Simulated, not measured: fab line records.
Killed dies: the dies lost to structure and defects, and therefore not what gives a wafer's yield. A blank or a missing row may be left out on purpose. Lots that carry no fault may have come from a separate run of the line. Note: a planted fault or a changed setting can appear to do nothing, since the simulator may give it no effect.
fab line records	flow n5-finfet
record: lots: 7	wafers: 39
route steps=1938 shown ZERO_LAYER@4 FIN_CUT@173 ILD0@342 MOL_CONTACT_COAG@537 BEOL_M2@857 BEOL_M3@1004 BEOL_M5@1154 BEOL_M7@1263 BEOL_M10@1470 BEOL_M12@1637 BEOL_M13@1694 PAD_METAL@1896 PASSIVATION@1936
start-h: hours from the record's opening day to when the first of the lot's shown wafers began	wait-h: hours elapsed since this lot's preceding step	" same as the row above	L1.1+2: a row that stands for several wafers	- value missing, or start not given	* or withheld: withheld	< > ~ a bound
route shown NAME@n: names a module that has steps shown in the file, with the first one's number in the route	usual: the fault-free wafers' mean and standard deviation	same: alike in all rows	chamber/n: place in a boat	sites: per-site readings	_std_site: their standard deviation	_edge_site: outer sites' mean less inner sites'	radius-mm: how far each site lies from the wafer's centre	mask NAME#n: copy n	behind: the last tool/chamber to shape the wafer	hold: cause of the lot's hold/its duration in hours/its outcome	device: the n, p or np transistor that did not switch	end of line: tests of these same wafers at the route's end	where a step has no rows: the recipe by itself	killed: dies lost to structure and defects at the first sort, not the wafer's yield	map: a wafer's dies, x killed, . not, _ none there
set.NAME: the setting that was run; set.NAME@STEP: the one run at that earlier step	model.NAME: the simulator's own value behind a step, which no gauge read
one table per step and one row per wafer, for lots whose settings were changed on purpose
== steps ==
step: N5_ZERO_LAYER_PECVD_02
recipe: material: SiO2	target-thk-a: 100	temp-c: 400	precursor: SiH4/N2O	pressure-torr: 0.75	rf-w: 275	time-s: 6
step: N5_FIN_CUT_CUT_ETCH_26
recipe: chemistry: CH3F/O2	target: SiNx	target-depth-a: 390	mask-material: SOC	time-s: 55.7	pressure-mtorr: 30	source-w: 395	bias-w: 73	Ar_flow_sccm: 150	CH3F_flow_sccm: 30	O2_flow_sccm: 20	ion-energy-ev: 120
step: N5_FIN_CUT_CUT_ETCH_15
recipe: chemistry: HBr/Cl2/O2	target: Si	target-depth-a: 1000	bt-time-s: 10	mask-material: SOC	time-s: 42.4	ion-energy-ev: *	bias-w: *	pressure-mtorr: 10	icp-w: 800	HBr_flow_sccm: 150	Cl2_flow_sccm: 80	O2_flow_sccm: 12
step: N5_ILD0_PRECLEAN_10
recipe: chemistry: NF3:NH3	afs-cycles: 5	time-s: 20	temp-c: 30	sublimation-temp-c: 180	sublimation-time-s: 60	pressure-torr: 3	rf-power-w: 30
step: N5_MOL_CONTACT_COAG_ETCH_15
recipe: chemistry: CH3F/O2	target: SiNx	target-depth-a: 70	mask-material: SOC	stop-on: Si:P	over-etch-frac: 0.75	ion-energy-ev: 120	pressure-mtorr: 30	source-w: 395	bias-w: 73	Ar_flow_sccm: 150	CH3F_flow_sccm: 30	O2_flow_sccm: 20
step: N5_BEOL_M2_DESCUM_16
recipe: chemistry: O2	time-s: 7	source-power-w: 50	bias-power-w: 20	pressure-mtorr: 20	rf-frequency-hz: 2.712e+07	temp-c: 40	resist: CAR-EUV	o2-flow-sccm: 225
step: N5_BEOL_M3_SPUTTER_90
recipe: material: Cu	target-thk-a: 45	temp-c: -20	chamber-pressure-pa: 0.07	power-w: withheld	time-s: 8.29
step: N5_BEOL_M5_ETCH_68
recipe: chemistry: N2/H2	target: SOC	target-depth-a: 800	overetch-a: 160	mask-material: SiARC	temp-c: 40	time-s: 120	ion-energy-ev: 200	pressure-mtorr: 30	source-w: 840	bias-w: 150	n2-flow-sccm: 200	h2-flow-sccm: 200
step: N5_BEOL_M7_ILD_DEP_00
recipe: material: SiCOH_lowk	target-thk-a: 1797.5	temp-c: 300	precursor: DEMS/porogen	pressure-torr: 5	rf-w: 500	time-s: 33.4
step: N5_BEOL_M10_ILD_DEP_00
recipe: material: SiCOH_lowk	target-thk-a: 3085.1	temp-c: 300	precursor: DEMS/porogen	pressure-torr: 5	rf-w: 500	time-s: 58
step: N5_BEOL_M12_ETCH_68
recipe: chemistry: N2/H2	target: SOC	mask-material: SiARC	source-w: 3000	bias-w: 350	temp-c: 40	time-s: 285	ion-energy-ev: 200	pressure-mtorr: 30	n2-flow-sccm: 200	h2-flow-sccm: 200
step: N5_BEOL_M13_ETCH_68
recipe: chemistry: N2/H2	target: SOC	mask-material: SiARC	source-w: 3000	bias-w: 350	temp-c: 40	time-s: 355	ion-energy-ev: 200	pressure-mtorr: 30	n2-flow-sccm: 200	h2-flow-sccm: 200
step: N5_PASSIVATION_AL_DEP_21
recipe: material: Al	target-thk-a: 28000	temp-c: 400	time-s: 170	power-w: 30000	chamber-pressure-pa: 0.4	gas: Ar
step: N5_PASSIVATION_PROBE_49
usual: killed_at_M4_up: 13/5	killed-on-rim: 12/4.2	sort-n-pass: 1083/18	sort-yield-pct: 91.8/1.5
lot.wafer	tool	chamber	start-h	wait-h	set.time-s@ZERO_LAYER_PECVD_02	set.target-depth-a@FIN_CUT_CUT_ETCH_26	set.time-s@FIN_CUT_CUT_ETCH_15	set.time-s@ILD0_PRECLEAN_10	set.target-depth-a@MOL_CONTACT_COAG_ETCH_15	set.time-s@BEOL_M2_DESCUM_16	set.time-s@BEOL_M3_SPUTTER_90	set.time-s@BEOL_M5_ETCH_68	set.time-s@BEOL_M7_ILD_DEP_00	set.target-thk-a@BEOL_M10_ILD_DEP_00	set.target-depth-a@BEOL_M12_ETCH_68	set.time-s@BEOL_M13_ETCH_68	set.target-thk-a@PASSIVATION_AL_DEP_21	killed_at_M4_up	killed-on-rim	sort-n-pass	sort-yield-pct[%]
L075.1	prober-02	-	277.14	0.0	7.891	221	51.97	20	70	7	9.996	99.05	33.4	1973	4390	289.5	28000	104	32	1003	85.0
L075.2	prober-02	-	277.19	0.1	6	390	51.97	20	70	7	8.29	120	33.4	1973	5700	355	28000	130	31	975	82.6
L075.3	prober-02	-	277.24	0.1	7.891	390	42.4	16.92	70	7	8.29	120	53.43	1973	4390	355	28000	1133	152	0	0
L075.4	prober-02	-	277.29	0.2	7.891	221	42.4	16.92	70	7	9.996	99.05	33.4	3085.1	5700	289.5	28000	13	21	1091	92.5
L075.5	prober-02	-	277.34	0.2	6	390	51.97	16.92	70	7	9.996	120	53.43	3085.1	4390	289.5	28000	1123	152	0	0
L075.6	prober-02	-	277.39	0.3	6	221	42.4	20	70	7	8.29	99.05	53.43	3085.1	5700	355	28000	1097	152	0	0
L077.1	prober-01	-	286.10	0.0	6	390	42.4	20	99.86	7	9.894	168.1	33.4	1983	5700	158.4	15100	21	23	1056	89.5
L077.2	prober-01	-	286.15	0.1	3.038	390	33.34	20	70	10.71	8.29	120	33.4	3085.1	5700	355	28000	12	14	1086	92.0
L077.3	prober-01	-	286.20	0.1	6	390	33.34	20	99.86	7	9.894	120	40.56	3085.1	3328	355	15100	17	12	1082	91.7
L077.4	prober-01	-	286.25	0.2	6	390	42.4	29.88	70	10.71	9.894	168.1	40.56	1983	5700	355	28000	257	113	816	69.2
L077.5	prober-01	-	286.30	0.2	3.038	390	33.34	29.88	70	7	8.29	168.1	40.56	3085.1	3328	158.4	28000	14	5	1100	93.2
L077.6	prober-01	-	286.35	0.3	3.038	390	42.4	29.88	99.86	10.71	8.29	120	33.4	1983	3328	158.4	15100	96	31	978	82.9
L078.1	prober-01	-	289.89	0.0	6	390	64.53	27.65	56.45	3.544	8.29	140.9	51.98	3085.1	7256	487.8	13430	1084	152	0	0
L078.2	prober-01	-	289.94	0.1	3.201	390	42.4	20	56.45	7	8.29	140.9	33.4	3085.1	5700	355	13430	6	6	1081	91.6
L078.3	prober-01	-	289.99	0.1	3.201	390	64.53	20	70	7	10.97	120	33.4	3085.1	7256	487.8	28000	14	18	1064	90.2
L078.4	prober-01	-	290.04	0.2	6	390	42.4	27.65	70	7	8.29	120	51.98	3085.1	5700	355	13430	1094	152	0	0
L078.5	prober-01	-	290.09	0.2	6	390	64.53	20	56.45	3.544	10.97	120	51.98	3085.1	5700	487.8	28000	1105	152	0	0
L078.6	prober-01	-	290.14	0.3	3.201	390	42.4	27.65	70	3.544	10.97	140.9	33.4	3085.1	7256	355	28000	5	8	1103	93.5
L079.1	prober-01	-	296.24	0.0	6	390	42.4	20	70	7	8.29	120	33.4	3085.1	5700	355	28000	15	13	1074	91.0
L079.4	prober-01	-	296.39	0.2	6	390	42.4	20	70	7	8.29	120	33.4	3085.1	5700	355	28000	12	15	1082	91.7
L079.5	prober-01	-	296.44	0.2	6	390	42.4	20	70	7	8.29	120	33.4	3085.1	5700	355	28000	6	10	1088	92.2
L084.1	prober-01	-	325.45	0.0	6	390	52.93	20	70	10.66	8.29	120	33.4	1389	5700	355	43510	1083	152	0	0
L084.2	prober-01	-	325.50	0.1	6	390	42.4	20	83.49	7	8.29	120	47.1	1389	3655	355	43510	1089	152	0	0
L084.3	prober-01	-	325.55	0.1	6	177.5	52.93	20	70	7	8.29	120	33.4	1389	3655	292.1	28000	1113	152	5	0.4
L084.4	prober-01	-	325.60	0.2	6	177.5	52.93	20	83.49	10.66	8.29	120	47.1	3085.1	5700	292.1	43510	15	152	0	0
L084.5	prober-01	-	325.65	0.2	6	390	42.4	20	70	10.66	8.29	120	47.1	3085.1	3655	292.1	28000	1084	152	0	0
L084.6	prober-01	-	325.70	0.3	6	177.5	42.4	20	83.49	7	8.29	120	33.4	3085.1	5700	355	28000	22	16	1091	92.5
L086.1	prober-01	-	349.03	0.0	6	390	42.4	27.53	70	10	8.29	120	50.68	3085.1	5700	355	28000	1099	152	0	0
L086.2	prober-01	-	349.08	0.1	6	270.4	42.4	20	94.15	10	8.29	120	33.4	3085.1	8027	355	28000	15	15	1058	89.7
L086.3	prober-01	-	349.13	0.1	6	270.4	19.52	27.53	70	10	8.29	120	33.4	3085.1	8027	355	28000	13	13	1077	91.3
L086.4	prober-01	-	349.18	0.2	6	390	19.52	20	70	7	8.29	120	33.4	3085.1	5700	355	28000	8	13	1075	91.1
L086.5	prober-01	-	349.23	0.2	6	270.4	19.52	20	94.15	7	8.29	120	50.68	3085.1	5700	355	28000	1116	152	0	0
L086.6	prober-01	-	349.28	0.3	6	390	42.4	27.53	94.15	7	8.29	120	50.68	3085.1	8027	355	28000	1093	152	0	0
L092.1	prober-01	-	373.95	0.0	8.402	390	63.54	20	70	7	8.29	120	33.4	3085.1	4000	483.7	44590	16	152	0	0
L092.2	prober-01	-	374.00	0.1	8.402	178	42.4	20	46.24	2.839	4.939	186.8	33.4	3085.1	5700	483.7	28000	9	16	1095	92.8
L092.3	prober-01	-	374.05	0.1	6	390	63.54	12.08	46.24	2.839	8.29	186.8	33.4	2403	4000	355	28000	15	18	1079	91.4
L092.4	prober-01	-	374.10	0.2	6	390	42.4	12.08	70	2.839	4.939	120	33.4	3085.1	4000	355	28000	3	11	1097	93.0
L092.5	prober-01	-	374.15	0.2	6	178	63.54	20	70	7	8.29	186.8	33.4	2403	5700	483.7	44590	12	152	0	0
L092.6	prober-01	-	374.20	0.3	8.402	178	42.4	12.08	46.24	7	4.939	120	33.4	2403	5700	355	44590	18	152	0	0
killed by level:class
L075.1 BEOL_M10:area-dep=93 BEOL_M1:geometric-particle:open=10 BEOL_M0_SAQP:geometric-particle:short=7 GATE_CUT:geometric-particle:short=6 BEOL_M0_SAQP:geometric-particle:open=6 FIN_SAQP:geometric-particle:short=5 BEOL_M2:geometric-particle:open=5 DUMMY_GATE:geometric-particle:open=4
L075.2 BEOL_M10:area-dep=117 BEOL_M2:geometric-particle:open=9 GATE_CUT:geometric-particle:short=8 GATE_CUT:geometric-particle:open=6 MOL_CONTACT_COAG:geometric-particle:open=6 DUMMY_GATE:geometric-particle:open=5 BEOL_M0_SAQP:geometric-particle:open=5 BEOL_M0_SAQP:geometric-particle:short=4
L075.3 BEOL_M7:area-etch=1117 BEOL_M4:geometric-particle:open=9 BEOL_M1:geometric-particle:open=7 GATE_CUT:geometric-particle:short=6 MOL_CONTACT_COAG:geometric-particle:open=6 BEOL_M2:geometric-particle:open=6 STARTING-WAFER:geometric-particle:short=4 STI_FIN_REVEAL:geometric-particle:open=3
L075.4 HKMG_FIN:area-etch=12 BEOL_M0_SAQP:geometric-particle:short=11 BEOL_M2:geometric-particle:open=9 BEOL_M1:geometric-particle:open=8 ILD0:geometric-particle:open=5 GATE_CUT:geometric-particle:short=5 ILD0:geometric-particle:short=3 GATE_CUT:geometric-particle:open=3
L075.5 BEOL_M7:area-etch=1105 BEOL_M4:geometric-particle:open=10 GATE_CUT:geometric-particle:short=8 BEOL_M3:geometric-particle:open=8 MOL_CONTACT_COAG:geometric-particle:open=7 BEOL_M0_SAQP:geometric-particle:open=4 BEOL_M1:geometric-particle:open=4 BEOL_M4:geometric-particle:short=4
L075.6 BEOL_M7:area-etch=1087 BEOL_M1:geometric-particle:open=17 BEOL_M0_SAQP:geometric-particle:short=11 GATE_CUT:geometric-particle:short=6 MOL_CONTACT_COAG:geometric-particle:open=6 BEOL_M2:geometric-particle:open=6 BEOL_M4:geometric-particle:open=5 FIN_SAQP:geometric-particle:open=4
L077.1 MOL_CONTACT_COAG:geometric-particle:open=17 HKMG_FIN:area-etch=16 BEOL_M3:geometric-particle:open=14 BEOL_M0_SAQP:geometric-particle:open=9 BEOL_M0_SAQP:geometric-particle:short=9 BEOL_M10:area-dep=9 STI_FIN_REVEAL:geometric-particle:open=5 STARTING-WAFER:geometric-particle:short=4
L077.2 BEOL_M0_SAQP:geometric-particle:short=14 FIN_SAQP:geometric-particle:open=11 BEOL_M0_SAQP:geometric-particle:open=11 BEOL_M3:geometric-particle:open=6 MOL_CONTACT_COAG:geometric-particle:open=5 BEOL_M4:geometric-particle:open=5 GATE_CUT:geometric-particle:short=4 BEOL_M0:geometric-particle:open=4
L077.3 FIN_SAQP:geometric-particle:open=12 BEOL_M0_SAQP:geometric-particle:short=11 BEOL_M0_SAQP:geometric-particle:open=10 BEOL_M4:geometric-particle:open=9 FIN_SAQP:geometric-particle:short=5 BEOL_M2:geometric-particle:open=5 DUMMY_GATE:geometric-particle:open=4 BEOL_M1:geometric-particle:open=4
L077.4 BEOL_M10:area-dep=235 BEOL_M0_SAQP:geometric-particle:open=20 BEOL_M4:geometric-particle:open=16 BEOL_M3:geometric-particle:open=14 FIN_SAQP:geometric-particle:open=13 BEOL_M0_SAQP:geometric-particle:short=12 MOL_CONTACT_COAG:geometric-particle:open=8 STI_FIN_REVEAL:geometric-particle:open=7
L077.5 MOL_CONTACT_COAG:geometric-particle:open=11 FIN_SAQP:geometric-particle:open=8 BEOL_M3:geometric-particle:open=8 BEOL_M4:geometric-particle:open=8 MOL_CONTACT_COAG:geometric-particle:short=5 STARTING-WAFER:geometric-particle:short=5 GATE_CUT:geometric-particle:short=4 STI_FIN_REVEAL:geometric-particle:open=3
L077.6 BEOL_M10:area-dep=75 HKMG_FIN:area-etch=19 FIN_SAQP:geometric-particle:open=12 BEOL_M0_SAQP:geometric-particle:short=9 BEOL_M0_SAQP:geometric-particle:open=9 BEOL_M4:geometric-particle:open=9 FIN_SAQP:geometric-particle:short=8 BEOL_M3:geometric-particle:open=6
L078.1 BEOL_M7:area-etch=1082 FIN_SAQP:geometric-particle:open=15 BEOL_M1:geometric-particle:open=10 FIN_SAQP:geometric-particle:short=8 MOL_CONTACT_COAG:geometric-particle:open=8 BEOL_M3:geometric-particle:open=8 STI_FIN_REVEAL:geometric-particle:open=5 BEOL_M0_SAQP:geometric-particle:open=5
L078.2 GATE_CUT:geometric-particle:short=12 STI_FIN_REVEAL:geometric-particle:open=10 FIN_SAQP:geometric-particle:open=9 MOL_CONTACT_COAG:geometric-particle:open=8 DUMMY_GATE:geometric-particle:open=6 DUMMY_GATE:geometric-particle:short=5 BEOL_M2:geometric-particle:open=5 BEOL_M3:geometric-particle:open=5
L078.3 STI_FIN_REVEAL:geometric-particle:open=12 BEOL_M1:geometric-particle:open=10 BEOL_M2:geometric-particle:open=9 BEOL_M3:geometric-particle:open=9 FIN_SAQP:geometric-particle:open=7 FIN_SAQP:geometric-particle:short=7 BEOL_M0_SAQP:geometric-particle:open=6 MOL_CONTACT_COAG:geometric-particle:open=5
L078.4 BEOL_M7:area-etch=1084 MOL_CONTACT_COAG:geometric-particle:open=13 FIN_SAQP:geometric-particle:open=10 GATE_CUT:geometric-particle:short=8 STI_FIN_REVEAL:geometric-particle:open=6 BEOL_M0_SAQP:geometric-particle:short=6 BEOL_M0_SAQP:geometric-particle:open=6 BEOL_M2:geometric-particle:open=6
L078.5 BEOL_M7:area-etch=1101 GATE_CUT:geometric-particle:short=10 FIN_SAQP:geometric-particle:open=9 BEOL_M0_SAQP:geometric-particle:open=7 STI_FIN_REVEAL:geometric-particle:open=6 FIN_SAQP:geometric-particle:short=5 BEOL_M3:geometric-particle:open=5 BEOL_M2:geometric-particle:open=4
L078.6 MOL_CONTACT_COAG:geometric-particle:open=11 BEOL_M0_SAQP:geometric-particle:short=8 FIN_SAQP:geometric-particle:short=7 FIN_SAQP:geometric-particle:open=6 BEOL_M0_SAQP:geometric-particle:open=6 GATE_CUT:geometric-particle:open=5 BEOL_M3:geometric-particle:open=4 STI_FIN_REVEAL:geometric-particle:open=3
L079.1 BEOL_M2:geometric-particle:open=12 BEOL_M4:geometric-particle:open=12 BEOL_M3:geometric-particle:open=9 FIN_SAQP:geometric-particle:open=8 BEOL_M0_SAQP:geometric-particle:short=7 BEOL_M1:geometric-particle:open=6 FIN_SAQP:geometric-particle:short=5 GATE_CUT:geometric-particle:short=4
L079.4 BEOL_M3:geometric-particle:open=10 BEOL_M0_SAQP:geometric-particle:open=9 MOL_CONTACT_COAG:geometric-particle:open=8 FIN_SAQP:geometric-particle:open=7 BEOL_M1:geometric-particle:open=6 BEOL_M0_SAQP:geometric-particle:short=5 BEOL_M2:geometric-particle:open=5 FIN_SAQP:geometric-particle:short=4
L079.5 BEOL_M3:geometric-particle:open=15 MOL_CONTACT_COAG:geometric-particle:open=9 FIN_SAQP:geometric-particle:short=7 BEOL_M0_SAQP:geometric-particle:short=7 FIN_SAQP:geometric-particle:open=6 BEOL_M0_SAQP:geometric-particle:open=6 BEOL_M1:geometric-particle:open=6 BEOL_M3:geometric-particle:short=5
L084.1 BEOL_M10:area-dep=1070 MOL_CONTACT_COAG:geometric-particle:open=10 BEOL_M0_SAQP:geometric-particle:open=10 BEOL_M0_SAQP:geometric-particle:short=8 BEOL_M1:geometric-particle:open=8 HKMG_FIN:area-etch=7 PASSIVATION:area-etch=7 FIN_SAQP:geometric-particle:open=6
L084.2 BEOL_M10:area-dep=1072 MOL_CONTACT_COAG:geometric-particle:open=12 FIN_SAQP:geometric-particle:open=11 BEOL_M0_SAQP:geometric-particle:open=8 BEOL_M0_SAQP:geometric-particle:short=7 BEOL_M2:geometric-particle:open=7 FIN_SAQP:geometric-particle:short=5 BEOL_M1:geometric-particle:open=5
L084.3 BEOL_M10:area-dep=1090 MOL_CONTACT_COAG:geometric-particle:open=8 BEOL_M4:geometric-particle:open=8 BEOL_M0_SAQP:geometric-particle:short=7 FIN_SAQP:geometric-particle:open=6 BEOL_M0_SAQP:geometric-particle:open=5 BEOL_M2:geometric-particle:open=5 BEOL_M4:geometric-particle:short=5
L084.4 PASSIVATION:area-etch=1087 STI_FIN_REVEAL:geometric-particle:open=21 MOL_CONTACT_COAG:geometric-particle:open=10 BEOL_M2:geometric-particle:open=9 FIN_SAQP:geometric-particle:open=8 DUMMY_GATE:geometric-particle:open=4 MOL_CONTACT_COAG:geometric-particle:short=3 BEOL_M2:geometric-particle:short=3
L084.5 BEOL_M7:area-etch=1067 STI_FIN_REVEAL:geometric-particle:open=14 MOL_CONTACT_COAG:geometric-particle:open=12 BEOL_M4:geometric-particle:open=11 BEOL_M0_SAQP:geometric-particle:short=10 BEOL_M3:geometric-particle:open=8 FIN_SAQP:geometric-particle:short=7 FIN_SAQP:geometric-particle:open=6
L084.6 DUMMY_GATE:geometric-particle:open=8 MOL_CONTACT_COAG:geometric-particle:open=8 BEOL_M4:geometric-particle:open=8 FIN_SAQP:geometric-particle:open=7 BEOL_M1:geometric-particle:open=5 BEOL_M3:geometric-particle:open=5 STI_FIN_REVEAL:geometric-particle:open=4 STI_FIN_REVEAL:geometric-particle:short=4
L086.1 BEOL_M7:area-etch=1092 FIN_SAQP:geometric-particle:short=12 MOL_CONTACT_COAG:geometric-particle:open=11 BEOL_M1:geometric-particle:open=7 FIN_SAQP:geometric-particle:open=6 STI_FIN_REVEAL:geometric-particle:open=6 BEOL_M2:geometric-particle:open=6 DUMMY_GATE:geometric-particle:open=4
L086.2 FIN_SAQP:geometric-particle:short=18 FIN_SAQP:geometric-particle:open=12 MOL_CONTACT_COAG:geometric-particle:open=12 BEOL_M4:geometric-particle:open=11 BEOL_M2:geometric-particle:open=10 BEOL_M0_SAQP:geometric-particle:open=9 BEOL_M0_SAQP:geometric-particle:short=8 STARTING-WAFER:geometric-particle:open=6
L086.3 MOL_CONTACT_COAG:geometric-particle:open=15 PASSIVATION:area-etch=15 FIN_SAQP:geometric-particle:open=8 STI_FIN_REVEAL:geometric-particle:open=5 MOL_CONTACT_COAG:geometric-particle:short=5 FIN_SAQP:geometric-particle:short=4 STI_FIN_REVEAL:geometric-particle:short=4 BEOL_M1:geometric-particle:open=4
L086.4 MOL_CONTACT_COAG:geometric-particle:open=17 BEOL_M3:geometric-particle:open=13 FIN_SAQP:geometric-particle:open=9 BEOL_M0_SAQP:geometric-particle:open=9 FIN_SAQP:geometric-particle:short=8 BEOL_M0_SAQP:geometric-particle:short=8 BEOL_M4:geometric-particle:open=5 BEOL_M2:geometric-particle:open=5
L086.5 BEOL_M7:area-etch=1099 MOL_CONTACT_COAG:geometric-particle:open=11 BEOL_M2:geometric-particle:open=8 DUMMY_GATE:geometric-particle:open=6 BEOL_M0_SAQP:geometric-particle:short=5 BEOL_M4:geometric-particle:open=5 FIN_SAQP:geometric-particle:open=4 BEOL_M8:geometric-particle:open=4
L086.6 BEOL_M7:area-etch=1090 MOL_CONTACT_COAG:geometric-particle:open=12 BEOL_M1:geometric-particle:open=9 BEOL_M3:geometric-particle:open=7 FIN_SAQP:geometric-particle:open=6 MOL_CONTACT_COAG:geometric-particle:short=6 BEOL_M0_SAQP:geometric-particle:open=5 DUMMY_GATE:geometric-particle:open=5
L092.1 PASSIVATION:area-etch=1078 FIN_SAQP:geometric-particle:short=11 BEOL_M2:geometric-particle:open=9 MOL_CONTACT_COAG:geometric-particle:open=7 BEOL_M0_SAQP:geometric-particle:open=7 BEOL_M0_SAQP:geometric-particle:short=6 FIN_SAQP:geometric-particle:open=4 STI_FIN_REVEAL:geometric-particle:open=4
L092.2 BEOL_M0_SAQP:geometric-particle:short=12 BEOL_M2:geometric-particle:open=6 FIN_SAQP:geometric-particle:short=5 STI_FIN_REVEAL:geometric-particle:open=4 GATE_CUT:geometric-particle:short=4 MOL_CONTACT_COAG:geometric-particle:open=4 BEOL_M1:geometric-particle:open=4 FIN_SAQP:geometric-particle:open=3
L092.3 BEOL_M0_SAQP:geometric-particle:open=10 FIN_SAQP:geometric-particle:short=10 BEOL_M2:geometric-particle:open=9 HKMG_FIN:area-etch=9 GATE_CUT:geometric-particle:short=6 BEOL_M4:geometric-particle:open=6 STI_FIN_REVEAL:geometric-particle:open=5 ILD0:geometric-particle:open=5
L092.4 FIN_SAQP:geometric-particle:short=15 FIN_SAQP:geometric-particle:open=11 MOL_CONTACT_COAG:geometric-particle:open=8 BEOL_M3:geometric-particle:open=8 STI_FIN_REVEAL:geometric-particle:open=5 STARTING-WAFER:geometric-particle:open=4 MOL_CONTACT_COAG:geometric-particle:short=3 BEOL_M0_SAQP:geometric-particle:open=3
L092.5 PASSIVATION:area-etch=1110 FIN_SAQP:geometric-particle:open=11 FIN_SAQP:geometric-particle:short=10 GATE_CUT:geometric-particle:short=5 BEOL_M4:geometric-particle:short=5 MOL_CONTACT_COAG:geometric-particle:open=3 BEOL_M2:geometric-particle:open=3 SDB:geometric-particle:short=2
L092.6 PASSIVATION:area-etch=1076 BEOL_M3:geometric-particle:open=16 MOL_CONTACT_COAG:geometric-particle:open=9 BEOL_M0:geometric-particle:short=7 FIN_SAQP:geometric-particle:short=5 FIN_SAQP:geometric-particle:open=4 BEOL_M2:geometric-particle:open=4 BEOL_M6:geometric-particle:open=4
== key ==
split: step: N5_ZERO_LAYER_PECVD_02	setting: time-s	stated-as: 6
response none clear
split: step: N5_FIN_CUT_CUT_ETCH_26	setting: target-depth-a	stated-as: 390
response none clear
split: step: N5_FIN_CUT_CUT_ETCH_15	setting: time-s	stated-as: 42.4
response none clear
split: step: N5_ILD0_PRECLEAN_10	setting: time-s	stated-as: 20
response none clear
split: step: N5_MOL_CONTACT_COAG_ETCH_15	setting: target-depth-a	stated-as: 70
response none clear
split: step: N5_BEOL_M2_DESCUM_16	setting: time-s	stated-as: 7
response none clear
split: step: N5_BEOL_M3_SPUTTER_90	setting: time-s	stated-as: 8.29
response none clear
split: step: N5_BEOL_M5_ETCH_68	setting: time-s	stated-as: 120
response none clear
split: step: N5_BEOL_M7_ILD_DEP_00	setting: time-s	stated-as: 33.4
response: step: N5_PASSIVATION_PROBE_49	reading: killed-on-rim	slope: +2.49	per: 1%	together-with: all	explained: 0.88
response: step: N5_PASSIVATION_PROBE_49	reading: killed_at_M4_up	slope: +18.7	per: 1%	together-with: all	explained: 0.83
response: step: N5_PASSIVATION_PROBE_49	reading: sort-n-pass	slope: -18.8	per: 1%	together-with: all	explained: 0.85
response: step: N5_PASSIVATION_PROBE_49	reading: sort-yield-pct	slope: -1.59	per: 1%	together-with: all	explained: 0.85
split: step: N5_BEOL_M10_ILD_DEP_00	setting: target-thk-a	stated-as: 3085.1
response none clear
split: step: N5_BEOL_M12_ETCH_68	setting: target-depth-a	stated-as: 5700
response none clear
split: step: N5_BEOL_M13_ETCH_68	setting: time-s	stated-as: 355
response none clear
split: step: N5_PASSIVATION_AL_DEP_21	setting: target-thk-a	stated-as: 28000
response none clear
